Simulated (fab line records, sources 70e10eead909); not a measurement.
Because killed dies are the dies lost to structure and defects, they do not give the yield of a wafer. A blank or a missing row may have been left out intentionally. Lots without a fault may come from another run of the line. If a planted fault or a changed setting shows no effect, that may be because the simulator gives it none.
fab line records	flow nand-harc
[record] lots = 7	wafers = 21	last-day = 23
route steps=1159 shown P_GATE@127 END@1159
lots that met no fault: taken from a fault-free run of the same line
start-h: the number of hours between the record's first day and the start of the first shown wafer of the lot	wait-h: hours from the lot's prior step to this one	" the same as in the row above	L1.1+2: several wafers, shown together as one row	- value missing, or start not given	* or withheld: withheld	< > ~ a bound
route shown NAME@n: names a module that has steps shown in the file, with the first one's number in the route	usual: mean and standard deviation over wafers with no fault	same: alike in all rows	chamber/n: place in a boat	sites: the reading at each site	_std_site: the standard deviation of these	_edge_site: the outer-site mean with the inner-site mean subtracted	radius-mm: for every site, how far away it sits from the centre of the wafer	mask NAME#n: copy n	behind: the tool/chamber that last shaped the wafer	hold: cause of the lot's hold/its duration in hours/its outcome	device: the transistor (n, p or np) that didn't switch	end of line: the tests these same wafers got at the end of their route	for a step that has no rows: nothing shown but its recipe	killed: at the first sort, the dies lost to defects and structure; wafer yield is something else	map: dies across one wafer; x = killed, . = not, _ = none there
set.NAME: the setting that was run; set.NAME@STEP: the one run at that earlier step	model.NAME: the simulator's own value behind a step, which no gauge read
certain route steps with their lots: each step a table, each wafer a row
services: from which hour (start-h, from the record's first day; less than 0 if before it) a tool's chamber was out of use, for how many hours, and why
[[steps]]
[step NHARC_P_GATE_PRECLEAN_71]
[recipe] time-s = *	temp-c = 50	bath-age-min = 0	chemistry = SC1
[step NHARC_P_GATE_SRD_72]
[step NHARC_P_GATE_OXIDE_16]
[recipe] target-thk-a = 30	temp-c = 875	ox-time-s = 392	material = SiO2
[step NHARC_P_GATE_CVD_17]
[recipe] target-thk-a = 1500	temp-c = 620	time-s = 900	material = poly-Si
[step NHARC_P_GATE_HM_DEP_102]
[recipe] target-thk-a = 1200	temp-c = 400	material = aC
[usual] susceptor-temp-C = 399.98/0.19	throttle-valve-pct = 35.000/0.01
lot.wafer	tool	chamber	start-h	wait-h	susceptor-temp-C	throttle-valve-pct
L725.1	acl-dep-03	0	111.17	1.0	399.73	34.993
L725.4	"	0	"	"	400.31	35.010
L725.5	"	0	"	"	400.12	34.998
L731.2	acl-dep-02	0	163.78	0.5	399.48	35.009
L731.5	"	0	"	"	399.93	35.006
L731.6	"	0	"	"	400.05	35.008
L730.1	acl-dep-02	0	164.32	1.0	-	35.018
L730.4	"	0	"	"	-	34.997
L730.6	"	0	"	"	-	35.005
L736.3	acl-dep-03	0	177.95	1.6	399.89	35.012
L736.4	"	0	"	"	399.89	35.004
L736.5	"	0	"	"	400.18	35.001
L737.2	acl-dep-02	0	190.12	3.0	-	35.006
L737.5	"	0	"	"	-	35.001
L737.6	"	0	"	"	-	35.008
L739.1	acl-dep-03	0	194.59	1.0	399.96	34.991
L739.2	"	0	"	"	400.21	35.021
L739.6	"	0	"	"	400.11	34.977
L738.1	acl-dep-01	0	195.12	1.5	399.93	35.006
L738.3	"	0	"	"	399.99	34.998
L738.6	"	0	"	"	400.24	35.000
[step NHARC_P_GATE_DEP_103]
[recipe] target-thk-a = 300	target-thk-nm = 30	temp-c = 400	flow-sccm = 200	rf-w = 350	material = SiON
[usual] heater-power-w = 721/88	susceptor-temp-C = 400.01/0.22
lot.wafer	tool	chamber	start-h	wait-h	heater-power-w	susceptor-temp-C
L725.1	pecvd-02	1	111.91	0.6	583	400.28
L725.4	"	2	"	"	681	400.31
L725.5	"	0	"	"	700	399.98
L731.2	pecvd-04	2	164.34	0.5	723	400.11
L731.6	"	2	"	"	734	399.77
L731.5	"	0	"	"	727	399.91
L730.1	pecvd-03	2	165.20	0.8	837	399.93
L730.6	"	2	"	"	864	399.99
L730.4	"	1	"	"	805	400.07
L736.3	pecvd-04	2	178.49	0.4	679	399.84
L736.5	"	1	"	"	800	400.44
L736.4	"	0	"	"	771	399.89
L737.2	pecvd-03	1	190.72	0.5	825	399.89
L737.5	"	0	"	"	782	399.85
L737.6	"	2	"	"	922	400.09
L739.2	pecvd-03	2	195.26	0.5	841	399.81
L739.1	"	0	"	"	812	399.92
L739.6	"	2	"	"	834	399.94
L738.3	pecvd-02	1	195.84	0.4	633	400.29
L738.1	"	2	"	"	635	400.07
L738.6	"	2	"	"	622	400.07
[step NHARC_P_GATE_DEHYDRATE_18]
[recipe] temp-c = 150	time-s = 120
[step NHARC_P_GATE_HMDS_19]
[recipe] time-s = 30
[step NHARC_P_GATE_COAT_20]
[recipe] spin-rpm = 1500	resist-thk-nm = 90
[step NHARC_P_GATE_SOFTBAKE_21]
[recipe] temp-c = 105	time-s = 55
[step NHARC_P_GATE_EBR_22]
[step NHARC_P_GATE_EXPOSE_23]
[recipe] na = 1.35	target-cd-nm = 120	dose-mj = 93.91	mask-id = P_GATE
[step NHARC_P_GATE_PEB_24]
[recipe] peb-temp-c = 100	peb-time-s = 65
[usual] exhaust-pa = 45.1/0.79	heater-power-total-W = 156.6/0.4	resist-line-temp-C = 23.01/0.098
lot.wafer	tool	chamber	start-h	wait-h	exhaust-pa	heater-power-total-W	resist-line-temp-C
L725.1	litho-track-01	0	112.45	0.1	46.1	156.1	23.13
L725.4	"	0	"	"	46.5	157.1	22.93
L725.5	"	0	"	"	47.0	156.3	23.12
L731.2	litho-track-04	0	164.82	0.1	45.1	156.2	23.11
L731.5	"	0	"	"	44.9	157.2	23.11
L731.6	"	0	"	"	44.5	157.1	23.12
L730.1	litho-track-06	0	165.81	0.1	44.5	156.4	22.82
L730.4	"	0	"	"	45.6	156.6	23.00
L730.6	"	0	"	"	45.0	156.3	22.92
L736.3	litho-track-04	0	179.09	0.0	44.9	157.1	23.02
L736.4	"	0	"	"	44.1	156.7	23.03
L736.5	"	0	"	"	44.6	156.4	22.91
L737.2	litho-track-06	0	191.29	0.1	44.8	156.3	23.04
L737.5	"	0	"	"	45.3	165.9	23.14
L737.6	"	0	"	"	44.6	165.9	23.07
L739.1	litho-track-06	0	195.86	0.1	45.2	166.7	23.08
L739.2	"	0	"	"	44.7	157.2	23.06
L739.6	"	0	"	"	43.3	167.0	23.07
L738.1	litho-track-06	0	196.44	0.1	45.5	166.3	22.87
L738.3	"	0	"	"	44.7	156.0	22.95
L738.6	"	0	"	"	45.7	166.1	22.95
[step NHARC_P_GATE_DEVELOP_25]
[recipe] develop-time-s = 35	dev-temp-c = 23
[step NHARC_P_GATE_CD_MEAS_26]
[recipe] target-cd-nm = 120	landing-energy-ev = 500
[usual] cd-nm = 120.0/0.74
lot.wafer	tool	chamber	start-h	wait-h	cd-nm
L725.1	cd-sem-02	0	112.52	-	120.1
L725.4	"	0	"	"	120.7
L725.5	"	0	"	"	121.2
L731.2	cd-sem-03	0	164.90	-	121.1
L731.5	"	0	"	"	120.2
L731.6	"	0	"	"	120.2
L730.1	cd-sem-01	0	165.89	-	120.3
L730.4	"	0	"	"	119.4
L730.6	"	0	"	"	119.2
L736.3	cd-sem-01	0	179.17	-	120.7
L736.4	"	0	"	"	120.6
L736.5	"	0	"	"	120.5
L737.2	cd-sem-03	0	191.38	-	118.9
L737.5	"	0	"	"	122.7
L737.6	"	0	"	"	123.4
L739.1	cd-sem-03	0	195.94	-	123.6
L739.2	"	0	"	"	120.3
L739.6	"	0	"	"	124.1
L738.1	cd-sem-01	0	196.52	-	124.1
L738.3	"	0	"	"	118.8
L738.6	"	0	"	"	124.1
[step NHARC_P_GATE_OVL_MEAS_27]
[usual] overlay-x-nm = -0.1/0.81	overlay-y-nm = 0.0/0.77
lot.wafer	tool	chamber	start-h	wait-h	overlay-x-nm	overlay-y-nm
L725.1	overlay-01	-	112.61	-	-0.9	-0.6
L725.4	"	-	"	"	-1.0	-0.8
L725.5	"	-	"	"	-0.8	-0.2
L731.2	overlay-02	-	165.00	-	0.6	-0.5
L731.5	"	-	"	"	0.6	-0.5
L731.6	"	-	"	"	0.2	-0.4
L730.1	overlay-02	-	165.98	-	0.3	0.1
L730.4	"	-	"	"	0.0	-0.5
L730.6	"	-	"	"	-0.5	-0.3
L736.3	overlay-02	-	179.25	-	0.8	-1.2
L736.4	"	-	"	"	1.1	-1.5
L736.5	"	-	"	"	0.7	-1.0
L737.2	overlay-02	-	191.47	-	-2.0	0.5
L737.5	"	-	"	"	-1.3	0.3
L737.6	"	-	"	"	-1.1	0.1
L739.1	overlay-02	-	196.02	-	1.0	-0.1
L739.2	"	-	"	"	0.3	-0.2
L739.6	"	-	"	"	1.2	-0.2
L738.1	overlay-02	-	196.61	-	0.9	0.9
L738.3	"	-	"	"	0.6	0.7
L738.6	"	-	"	"	0.8	0.5
[step NHARC_P_GATE_INSPECT_28]
[usual] raw-defect-count = 6/3.2
lot.wafer	tool	chamber	start-h	wait-h	raw-defect-count
L725.1	defect-inspect-02	-	112.65	0.0	4
L725.4	"	-	"	"	3
L725.5	"	-	"	"	5
L731.2	defect-inspect-02	-	165.03	0.0	6
L731.5	"	-	"	"	7
L731.6	"	-	"	"	8
L730.1	defect-inspect-02	-	166.01	0.0	9
L730.4	"	-	"	"	1
L730.6	"	-	"	"	7
L736.3	defect-inspect-02	-	179.29	0.0	1
L736.4	"	-	"	"	0
L736.5	"	-	"	"	4
L737.2	defect-inspect-01	-	191.51	0.0	4
L737.5	"	-	"	"	4
L737.6	"	-	"	"	3
L739.1	defect-inspect-01	-	196.06	0.0	4
L739.2	"	-	"	"	6
L739.6	"	-	"	"	5
L738.1	defect-inspect-01	-	196.64	0.0	6
L738.3	"	-	"	"	6
L738.6	"	-	"	"	0
[step NHARC_P_GATE_DESCUM_31]
[recipe] time-s = 3	o2-flow-sccm = 200	ar-flow-sccm = 0	bias-power-w = 0	chemistry = O2
[usual] drypump-motor-current-A = 5.8/0.37	oes-product-au = 0.999/0.014	rf-vpp-V = 58.0/0.83	showerhead-plenum-p-Torr = 1.95/0.07	throttle-valve-pct = 11.309/0.0092
lot.wafer	tool	chamber	start-h	wait-h	drypump-motor-current-A	oes-product-au	rf-hours-counter-h	rf-vpp-V	showerhead-plenum-p-Torr	throttle-valve-pct	model.P_GATE.cd-nm
L725.4	rie-diel-05	0	112.71	0.1	5.4	0.992	21	59.1	1.97	11.304	120.7
L725.1	"	1	"	"	5.1	1.000	21	57.5	1.97	11.307	121.1
L725.5	"	1	"	"	5.1	1.004	-	56.3	1.97	11.316	122.3
L731.2	rie-diel-07	0	165.09	0.1	6.3	1.009	39	58.2	1.90	11.323	120.4
L731.5	"	0	"	"	6.3	0.995	-	59.1	1.90	11.319	120
L731.6	"	1	"	"	6.0	0.993	-	56.7	1.93	11.300	119.6
L730.1	rie-diel-07	0	166.07	0.1	6.3	0.993	39	58.5	1.90	11.298	120.5
L730.4	"	3	"	"	5.8	1.014	39	57.3	1.96	11.317	119.4
L730.6	"	0	"	"	6.4	0.994	-	58.5	1.90	11.309	119.1
L736.3	rie-diel-07	3	179.37	0.1	5.8	1.016	43	57.4	1.96	11.321	120.8
L736.4	"	0	"	"	6.4	0.999	43	58.8	1.90	11.311	120.4
L736.5	"	2	"	"	5.9	1.011	-	56.1	1.93	11.298	122.1
L737.2	rie-diel-05	3	191.57	0.1	5.4	1.017	3	59.0	1.91	11.297	118.6
L737.5	"	3	"	"	5.4	1.009	-	58.1	1.91	11.317	122
L737.6	"	0	"	"	5.4	0.978	-	57.1	1.96	11.309	123.7
L739.2	rie-diel-05	2	196.13	0.1	6.4	1.012	4	57.8	1.83	11.310	119.6
L739.1	"	3	"	"	5.4	0.994	4	57.6	1.91	11.318	123.2
L739.6	"	2	"	"	6.4	1.004	-	57.3	1.83	11.301	123.1
L738.3	rie-diel-05	2	196.71	0.1	6.4	1.022	4	57.5	1.83	11.307	118.6
L738.1	"	3	"	"	5.4	1.015	4	57.9	1.91	11.289	123.3
L738.6	"	2	"	"	6.4	1.018	-	57.8	1.83	11.302	123.2
[step NHARC_P_GATE_ETCH_104]
[recipe] target-depth-a = 600	time-s = withheld	cf4-flow-sccm = 100	chf3-flow-sccm = 30	ar-flow-sccm = 0	rf-w = 500	bias-w = 200	chemistry = CF4/CHF3
[usual] drypump-motor-current-A = 5.8/0.36	oes-product-au = 0.943/0.023	rf-vpp-V = 371.6/1.9	showerhead-plenum-p-Torr = 1.61/0.053	throttle-valve-pct = 16.803/0.0092
lot.wafer	tool	chamber	start-h	wait-h	drypump-motor-current-A	oes-product-au	rf-vpp-V	showerhead-plenum-p-Torr	throttle-valve-pct
L725.4	rie-diel-05	2	112.87	0.1	6.4	0.939	369.1	1.51	16.814
L725.1	"	3	"	"	5.4	0.932	372.0	1.57	16.801
L725.5	"	3	"	"	5.4	0.942	370.7	1.57	16.793
L731.2	rie-diel-07	3	165.18	0.1	5.8	0.988	371.7	1.61	16.794
L731.5	"	2	"	"	5.8	0.980	369.2	1.59	16.797
L731.6	"	3	"	"	5.8	0.999	373.2	1.61	16.808
L730.4	rie-diel-07	0	166.17	0.1	6.3	0.933	370.5	1.56	16.795
L730.1	"	1	"	"	6.0	0.914	370.4	1.59	16.798
L730.6	"	3	"	"	5.8	0.942	372.0	1.61	16.803
L736.3	rie-diel-07	2	179.54	0.2	5.8	0.918	371.8	1.58	16.800
L736.4	"	3	"	"	5.8	0.944	371.5	1.61	16.810
L736.5	"	2	"	"	5.8	0.931	371.5	1.58	16.786
L737.2	rie-diel-05	2	191.66	0.1	6.4	0.936	366.8	1.51	16.795
L737.5	"	0	"	"	5.4	0.902	370.8	1.61	16.788
L737.6	"	1	"	"	5.2	0.923	372.1	1.62	16.791
L739.1	rie-diel-05	1	196.22	0.1	5.1	0.978	372.3	1.62	16.811
L739.2	"	2	"	"	6.4	0.966	368.8	1.51	16.803
L739.6	"	1	"	"	5.2	0.979	372.5	1.62	16.799
L738.3	rie-diel-05	1	197.37	0.6	5.2	0.930	371.3	1.62	16.809
L738.1	"	0	"	"	5.4	0.915	371.5	1.61	16.798
L738.6	"	1	"	"	5.2	0.926	371.0	1.62	16.802
[step NHARC_P_GATE_HM_OPEN_105]
[recipe] target-depth-a = 3600	o2-flow-sccm = 400	cos-flow-sccm = 20	ar-flow-sccm = 0	rf-w = 500	bias-w = 300	chemistry = O2/COS
[usual] drypump-motor-current-A = 5.8/0.37	oes-product-au = 1.002/0.012	rf-vpp-V = 468.3/2.4	showerhead-plenum-p-Torr = 3.18/0.11	throttle-valve-pct = 28.330/0.009
lot.wafer	tool	chamber	start-h	wait-h	drypump-motor-current-A	oes-product-au	rf-hours-counter-h	rf-vpp-V	showerhead-plenum-p-Torr	throttle-valve-pct
L725.1	rie-diel-05	3	-	-	5.4	1.013	21	467.3	3.12	28.336
L725.4	"	0	"	"	5.4	1.002	21	469.5	3.20	28.328
L725.5	"	2	"	"	6.4	1.014	-	464.6	2.99	28.339
L731.2	rie-diel-07	1	-	-	6.1	0.996	38	468.5	3.16	28.324
L731.5	"	0	"	"	6.3	1.003	-	466.0	3.10	28.322
L731.6	"	1	"	"	6.1	0.994	-	468.1	3.16	28.344
L730.1	rie-diel-07	3	-	-	5.8	1.032	39	469.8	3.20	28.340
L730.4	"	0	"	"	6.3	1.003	39	465.7	3.10	28.331
L730.6	"	1	"	"	6.0	0.994	-	468.3	3.16	28.328
L736.4	rie-diel-07	0	-	-	6.3	1.001	45	467.9	3.10	28.341
L736.3	"	3	"	"	5.8	1.016	44	467.5	3.20	28.332
L736.5	"	0	"	"	6.4	0.998	-	468.1	3.10	28.339
L737.2	rie-diel-05	2	-	-	6.4	1.011	3	464.1	2.99	28.328
L737.6	"	3	"	"	5.4	1.004	-	466.8	3.11	28.336
L737.5	"	0	"	"	5.4	0.984	-	466.1	3.20	28.326
L739.2	rie-diel-05	2	-	-	6.4	1.016	4	464.6	2.99	28.321
L739.1	"	0	"	"	5.4	0.982	5	469.0	3.20	28.337
L739.6	"	2	"	"	6.4	1.017	-	465.0	2.99	28.338
L738.1	rie-diel-05	0	-	-	5.4	0.984	5	468.4	3.20	28.324
L738.3	"	1	"	"	5.2	0.997	5	468.3	3.21	28.326
L738.6	"	0	"	"	5.4	0.990	-	469.4	3.20	28.333
[step NHARC_P_GATE_STRIP_106]
[recipe] o2-flow-sccm = 400	cos-flow-sccm = 20	ar-flow-sccm = 0	bias-w = 0	chemistry = O2/COS
[step NHARC_P_GATE_ETCH_114]
[recipe] target-depth-a = 300	overetch-a = 30	time-s = 16.5	ion-energy-ev = 100	cf4-flow-sccm = 80	o2-flow-sccm = 20	ar-flow-sccm = 0	rf-w = 300	bias-w = 100	chemistry = CF4/O2
[usual] drypump-motor-current-A = 5.8/0.38	oes-product-au = 1.001/0.013	rf-vpp-V = 198.2/1.3	showerhead-plenum-p-Torr = 1.36/0.044	throttle-valve-pct = 13.397/0.0086
lot.wafer	tool	chamber	start-h	wait-h	drypump-motor-current-A	oes-product-au	rf-hours-counter-h	rf-vpp-V	showerhead-plenum-p-Torr	throttle-valve-pct	model.P_GATE.cd-nm
L725.1	rie-diel-05	1	-	-	5.2	1.012	21	198.3	1.38	13.412	118.3
L725.4	"	3	"	"	5.4	1.004	21	197.2	1.33	13.422	121.5
L725.5	"	0	"	"	5.4	1.011	-	198.5	1.37	13.397	125.5
L731.2	rie-diel-07	2	-	-	5.8	1.001	38	198.3	1.35	13.403	123.5
L731.6	"	2	"	"	5.9	1.014	-	196.8	1.35	13.402	122.6
L731.5	"	3	"	"	5.8	1.021	-	198.2	1.37	13.395	117.4
L730.4	rie-diel-07	3	-	-	5.8	1.015	39	198.0	1.37	13.398	118.2
L730.1	"	1	"	"	6.1	1.001	38	197.3	1.35	13.402	121.2
L730.6	"	3	"	"	5.8	1.014	-	197.6	1.37	13.394	121.1
L736.4	rie-diel-07	1	-	-	6.1	0.984	46	198.4	1.35	13.393	120.3
L736.3	"	2	"	"	5.9	1.008	45	199.0	1.34	13.403	120.3
L736.5	"	2	"	"	5.9	0.996	-	199.0	1.34	13.386	121
L737.2	rie-diel-05	0	-	-	5.4	0.988	4	199.6	1.37	13.421	122.2
L737.5	"	0	"	"	5.4	0.987	-	199.5	1.37	13.396	123.6
L737.6	"	1	"	"	5.2	1.001	-	198.2	1.37	13.383	123.5
L739.1	rie-diel-05	0	-	-	5.4	0.974	5	197.9	1.37	13.395	124
L739.2	"	3	"	"	5.4	0.997	4	196.5	1.33	13.403	121
L739.6	"	0	"	"	5.3	0.986	-	197.6	1.37	13.406	123.5
L738.1	rie-diel-05	2	-	-	6.4	1.021	4	197.1	1.28	13.397	125.2
L738.3	"	3	"	"	5.4	1.017	4	198.5	1.33	13.384	118.2
L738.6	"	1	"	"	5.2	1.021	-	197.1	1.37	13.397	124.9
[step NHARC_P_GATE_ETCH_32]
[recipe] target-depth-a = 1500	over-etch-frac = 1	over-etch-ion-energy-ev = 40	time-s = 100.1	hbr-flow-sccm = 150	cl2-flow-sccm = 50	rf-w = 400	icp-w = 400	bias-w = 100	chemistry = HBr/Cl2
[usual] drypump-motor-current-A = 5.8/0.42	oes-product-au = 1.006/0.015	throttle-valve-pct = 26.406/0.009
lot.wafer	tool	chamber	start-h	wait-h	drypump-motor-current-A	oes-product-au	rf-hours-counter-h	throttle-valve-pct
L725.1	rie-si-04	3	113.32	-	6.6	1.025	0.0	26.397
L725.4	"	0	"	"	6.4	0.996	0.1	26.392
L725.5	"	3	"	"	6.6	1.013	-	26.408
L731.2	rie-si-04	0	165.57	-	6.4	1.011	0.6	26.389
L731.5	"	3	"	"	6.6	1.023	-	26.407
L731.6	"	0	"	"	6.4	1.030	-	26.395
L730.4	rie-si-02	0	166.53	-	6.3	1.016	1.2	26.412
L730.1	"	2	"	"	5.0	0.991	1.0	26.402
L730.6	"	1	"	"	5.8	1.015	-	26.410
L736.3	rie-si-06	3	181.38	-	5.7	0.991	1.4	26.402
L736.4	"	0	"	"	5.8	1.010	1.7	26.408
L736.5	"	2	"	"	5.6	1.026	-	26.386
L737.2	rie-si-06	1	192.25	-	5.8	0.988	0.0	26.401
L737.6	"	2	"	"	5.6	1.040	-	26.409
L737.5	"	3	"	"	5.8	1.015	-	26.409
L739.1	rie-si-02	1	196.61	-	5.8	1.023	1.4	26.403
L739.2	"	0	"	"	6.2	1.008	1.4	26.426
L739.6	"	1	"	"	5.8	1.025	-	26.416
L738.3	rie-si-06	3	197.76	-	5.7	0.999	0.1	26.418
L738.1	"	0	"	"	5.8	1.005	0.1	26.393
L738.6	"	0	"	"	5.8	1.008	-	26.407
[step NHARC_END_SORT_01]
[recipe] temp-c = 25
[usual] killed-at-array = 29/11	killed-at-other = 0.5/0.89	killed-at-periphery = 3.3/2	killed-dies = 32/11	killed-open = 3.1/1.9	killed-short = 2.3/1.6
[same] gross-dies = 677
lot.wafer	tool	chamber	start-h	wait-h	killed-at-array	killed-at-other	killed-at-periphery	killed-dies	killed-open	killed-short
L725.1	prober-01	0	456.63	2.5	5	1	3	9	4	3
L725.4	prober-01	0	459.04	3.4	14	1	3	18	3	4
L725.5	prober-01	0	459.85	3.7	20	1	3	24	1	1
L730.6	prober-02	0	515.06	4.0	32	1	3	36	2	3
L738.1	prober-02	0	538.77	2.5	43	0	1	44	4	1
L738.3	prober-02	0	540.37	3.1	38	0	1	39	1	1
L738.6	prober-02	0	542.79	4.0	48	1	5	54	1	4
L739.1	prober-02	0	546.62	2.5	44	0	4	48	3	2
L739.2	prober-02	0	547.41	2.8	49	0	1	50	2	1
L739.6	prober-02	0	550.58	4.0	43	0	0	43	1	1
L737.2	prober-01	0	555.08	2.8	11	0	5	16	5	0
L737.5	prober-01	0	557.49	3.7	14	0	3	17	3	1
L737.6	prober-01	0	558.30	4.0	15	0	1	16	3	1
// killed by level:class
L725.1 P_M0:geometric-particle:open=2 A_WL_FILL:geometric-particle:short=2 P_CONTACT:geometric-particle:open=1 A_CHANNEL_FILL_D1:geometric-particle:short=1 A_CONTACT:geometric-particle:open=1 A_CHANNEL_HOLE_D1:chamber-film-flake=1 THIN_TSV:chamber-film-flake=1
L725.4 A_WL_FILL:geometric-particle:short=4 A_CHANNEL_HOLE_D1:chamber-film-flake=3 A_WL_FILL:chamber-film-flake=3 P_GATE:chamber-film-flake=2 A_CHANNEL_FILL_D1:geometric-particle:open=1 A_CONTACT:geometric-particle:open=1 A_BONDPAD:geometric-particle:open=1 P_ZERO_WELL:chamber-film-flake=1
L725.5 A_WL_FILL:chamber-film-flake=9 A_CHANNEL_HOLE_D1:chamber-film-flake=3 A_CONTACT:chamber-film-flake=3 A_STAIRCASE:chamber-film-flake=2 A_WL_FILL:geometric-particle:short=1 A_BLC:geometric-particle:open=1 P_ZERO_WELL:chamber-film-flake=1 P_GATE:chamber-film-flake=1
L730.6 A_CHANNEL_HOLE_D1:chamber-film-flake=20 A_STAIRCASE:chamber-film-flake=4 A_CONTACT:chamber-film-flake=4 P_GATE:geometric-particle:short=1 P_M0:geometric-particle:open=1 A_ONON_D1:geometric-particle:short=1 A_CHANNEL_FILL_D1:geometric-particle:short=1 A_M0:geometric-particle:open=1
L738.1 A_CHANNEL_HOLE_D1:chamber-film-flake=20 A_SLIT:chamber-film-flake=15 A_M0:geometric-particle:open=2 A_CONTACT:chamber-film-flake=2 P_M0:geometric-particle:open=1 A_CONTACT:geometric-particle:open=1 A_M1:geometric-particle:short=1 A_WL_FILL:chamber-film-flake=1
L738.3 A_CHANNEL_HOLE_D1:chamber-film-flake=18 A_SLIT:chamber-film-flake=12 A_STAIRCASE:chamber-film-flake=3 A_CONTACT:chamber-film-flake=2 A_ONON_D1:geometric-particle:short=1 A_WL_FILL:geometric-particle:open=1 P_GATE:chamber-film-flake=1 A_BLC:chamber-film-flake=1
L738.6 A_CHANNEL_HOLE_D1:chamber-film-flake=29 A_SLIT:chamber-film-flake=12 A_STAIRCASE:chamber-film-flake=3 A_CONTACT:chamber-film-flake=3 P_GATE:chamber-film-flake=2 P_GATE:geometric-particle:short=1 P_CONTACT:geometric-particle:open=1 P_M0:geometric-particle:short=1
L739.1 A_CHANNEL_HOLE_D1:chamber-film-flake=18 A_SLIT:chamber-film-flake=16 A_STAIRCASE:chamber-film-flake=6 P_STI:chamber-film-flake=2 P_CONTACT:geometric-particle:open=1 P_M0:geometric-particle:open=1 A_ONON_D1:geometric-particle:short=1 A_WL_FILL:geometric-particle:short=1
L739.2 A_CHANNEL_HOLE_D1:chamber-film-flake=23 A_SLIT:chamber-film-flake=15 A_CONTACT:chamber-film-flake=6 A_STAIRCASE:chamber-film-flake=3 P_CONTACT:geometric-particle:open=1 A_CHANNEL_HOLE_D1:geometric-particle:open=1 A_WL_FILL:geometric-particle:short=1
L739.6 A_CHANNEL_HOLE_D1:chamber-film-flake=20 A_SLIT:chamber-film-flake=14 A_STAIRCASE:chamber-film-flake=4 A_CONTACT:chamber-film-flake=3 A_CHANNEL_FILL_D1:geometric-particle:short=1 A_M0:geometric-particle:open=1
L737.2 A_CHANNEL_HOLE_D1:chamber-film-flake=5 P_ZERO_WELL:chamber-film-flake=2 P_GATE:chamber-film-flake=2 A_STAIRCASE:chamber-film-flake=2 P_CONTACT:geometric-particle:open=1 A_ONON_D1:geometric-particle:open=1 A_CHANNEL_HOLE_D1:geometric-particle:open=1 A_CONTACT:geometric-particle:open=1
L737.5 A_CHANNEL_HOLE_D1:chamber-film-flake=5 A_WL_FILL:geometric-particle:open=2 P_STI:chamber-film-flake=2 A_M1:chamber-film-flake=2 A_ONON_D1:geometric-particle:short=1 A_CHANNEL_FILL_D1:geometric-particle:open=1 P_GATE:chamber-film-flake=1 A_CHANNEL_FILL_D1:chamber-film-flake=1
L737.6 A_CHANNEL_HOLE_D1:chamber-film-flake=7 A_STAIRCASE:chamber-film-flake=2 A_SOURCE_PLATE:geometric-particle:open=1 A_WL_FILL:geometric-particle:short=1 A_CONTACT:geometric-particle:open=1 A_M1:geometric-particle:open=1 P_GATE:chamber-film-flake=1 A_CONTACT:chamber-film-flake=1
[[services]]
tool	chamber	start-h	hours	kind
rie-si-06	2	87.19	9.8	repair
litho-track-01	-	93.00	7.0	pm
rie-diel-05	0	93.78	-	clean
rie-diel-05	1	93.78	-	clean
rie-diel-05	2	93.78	-	clean
rie-diel-05	3	93.78	-	clean
rie-si-04	-	99.00	9.0	pm
pecvd-04	-	101.90	0.7	repair
acl-dep-01	-	108.45	5.9	repair
pecvd-03	-	111.00	13.0	pm
rie-diel-05	-	114.85	0.5	repair
rie-si-04	-	116.67	1.5	repair
litho-track-06	-	117.00	7.0	pm
rie-si-02	-	119.78	0.1	repair
rie-diel-05	3	126.77	6.1	repair
litho-track-04	-	141.00	7.0	pm
pecvd-03	1	149.42	10.9	repair
pecvd-02	-	153.00	13.0	pm
rie-diel-05	-	163.79	9.0	pm
acl-dep-02	-	171.57	13.0	pm
rie-si-06	-	183.00	9.0	pm
rie-diel-07	2	186.47	15.0	repair
pecvd-04	-	195.14	13.0	pm
rie-diel-05	-	195.55	0.5	repair
[[key]]
[first-sign] step = NHARC_P_GATE_PEB_24	reading = heater-power-total-W	direction = up	sigmas = 24	usual = *	struck = *
[effect] step = NHARC_P_GATE_CD_MEAS_26	reading = cd-nm	direction = up	sigmas = 5	usual = 120.0	struck = 123.7
[model-effect] step = NHARC_P_GATE_DESCUM_31	value = P_GATE.cd-nm	without = 119.1	struck = 123.1
[model-effect] step = NHARC_P_GATE_ETCH_114	value = P_GATE.cd-nm	without = 120.1	struck = 124.1
met-at NHARC_P_GATE_PEB_24
struck-wafers L737.5,L737.6,L738.1,L738.6,L739.1,L739.6
tester-left-out L737,L738,L739
onset-between 165.81 191.29
[fault] kind = process-parameter-drift	tool = litho-track-06	chamber = -	onset-h = 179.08	steps = NHARC_P_GATE_PEB_24	channel = peb-time-s	offset = *	shape = step	end-h = 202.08	scope = struck-wafers-only	acts-in = *	stated = *
// tester-left-out: of these lots the tester's yield and bins aren't shown, on N5 and GAA mostly nor the transistor test; their killed dies are dies lost to structure and defects alone, not to doping, threshold or leakage, so they don't give the yield
